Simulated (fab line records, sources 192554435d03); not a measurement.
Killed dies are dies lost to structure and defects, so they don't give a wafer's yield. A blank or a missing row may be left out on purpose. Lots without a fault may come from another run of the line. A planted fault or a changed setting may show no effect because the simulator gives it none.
One fault seen from 2 desks | flow n5_finfet | each desk has only its own numbers; what lay behind them comes last

THE METROLOGY DESK
What the gauges read, lot by lot, whatever tool the lot ran on: means of the sampled wafers that have a number. A lot is out of limits, marked OUT, if its mean lies more than 4 standard deviations from the usual mean; the brackets give that distance. Of its 13 readings 7 are shown: those that lie furthest out on some lot.
Columns: A = DIBL_P at N5_BEOL_M4_RC_MEAS_101, usual 36.2 mV/V; B = IOFF_N at N5_BEOL_M4_RC_MEAS_101, usual 0.16 nA/um; C = ION_N at N5_BEOL_M4_RC_MEAS_101, usual 672 uA/um; D = SS_N at N5_BEOL_M4_RC_MEAS_101, usual 71.4 mV/dec; E = SS_P at N5_BEOL_M4_RC_MEAS_101, usual 73.2 mV/dec; F = VT_N at N5_BEOL_M4_RC_MEAS_101, usual 250 mV; G = VT_P at N5_BEOL_M4_RC_MEAS_101, usual -251 mV
lot  | first seen here | A    | B    | C   | D    | E    | F   | G
L751 | day 9 13:01     | 35.5 | 0.15 | 677 | 71.1 | 73.6 | 249 | -254
L759 | day 11 00:42    | 38.9 | 0.20 | 678 | 71.9 | 73.7 | 247 | -250
L760 | day 11 21:04    | 40.7 | 0.19 | 676 | 72.3 | 74.0 | 249 | -248
L761 | day 12 00:44    | 33.4 | 0.14 | 668 | 71.3 | 72.6 | 251 | -248
L764 | day 12 06:52    | 36.5 | 0.17 | 677 | 71.7 | 73.4 | 248 | -250
L768 | day 13 14:39    | 32.0 | 0.10 | 652 | 70.3 | 72.4 | 256 | -253
L769 | day 13 16:46    | 38.8 | 0.21 | 693 | 72.1 | 74.5 | 247 | -249
L770 | day 14 10:02    | 34.4 | 0.12 | 651 | 70.3 | 72.1 | 254 | -252
L772 | day 14 21:56    | 36.6 | 0.17 | 680 | 71.7 | 73.2 | 248 | -244
L774 | day 15 05:06    | 36.4 | 0.16 | 679 | 71.3 | 73.1 | 250 | -248
This desk's finding: nothing out of limits on any of the 10 lots.

THE TOOL OWNER'S DESK: pecvd-04
The tool's own readings at N5_BEOL_M8_ILD_DEP_00 (deposits SiCOH lowk from DEMS/porogen, target thk 179.75 nm, time 33.4 s): means of the sampled wafers that have a number, for each lot that ran on this tool. A lot is out of limits, marked OUT, if its mean lies more than 4 standard deviations from the usual mean; the brackets give that distance.
Columns: A = chamber_pressure_Torr at N5_BEOL_M8_ILD_DEP_00, usual 5.000 Torr; B = heater_power_outer_w at N5_BEOL_M8_ILD_DEP_00, usual 158 W; C = heater_power_w at N5_BEOL_M8_ILD_DEP_00, usual 322 W; D = showerhead_plenum_p_Torr at N5_BEOL_M8_ILD_DEP_00, usual 5.746 Torr; E = throttle_valve_pct at N5_BEOL_M8_ILD_DEP_00, usual 13.8 %
lot  | first seen here | A     | B   | C   | D     | E
L764 | day 13 16:25    | 4.999 | 148 | 299 | 5.724 | 14.1
L768 | day 14 22:32    | 4.988 | 151 | 299 | 5.732 | 13.8
L769 | day 15 05:41    | 5.010 | 118 | 254 | 5.742 | 13.8
L770 | day 15 12:33    | 4.981 | 171 | 324 | 5.744 | 13.2
L772 | day 16 04:11    | 5.007 | 126 | 276 | 5.715 | 14.1
L774 | day 16 10:52    | 5.001 | 125 | 271 | 5.747 | 13.4
This desk's finding: nothing out of limits on any of the 6 lots.

PUT TOGETHER
The metrology desk saw nothing out of limits.
The tool owner's desk saw nothing out of limits.

WHAT THE SIMULATOR HAD PUT IN
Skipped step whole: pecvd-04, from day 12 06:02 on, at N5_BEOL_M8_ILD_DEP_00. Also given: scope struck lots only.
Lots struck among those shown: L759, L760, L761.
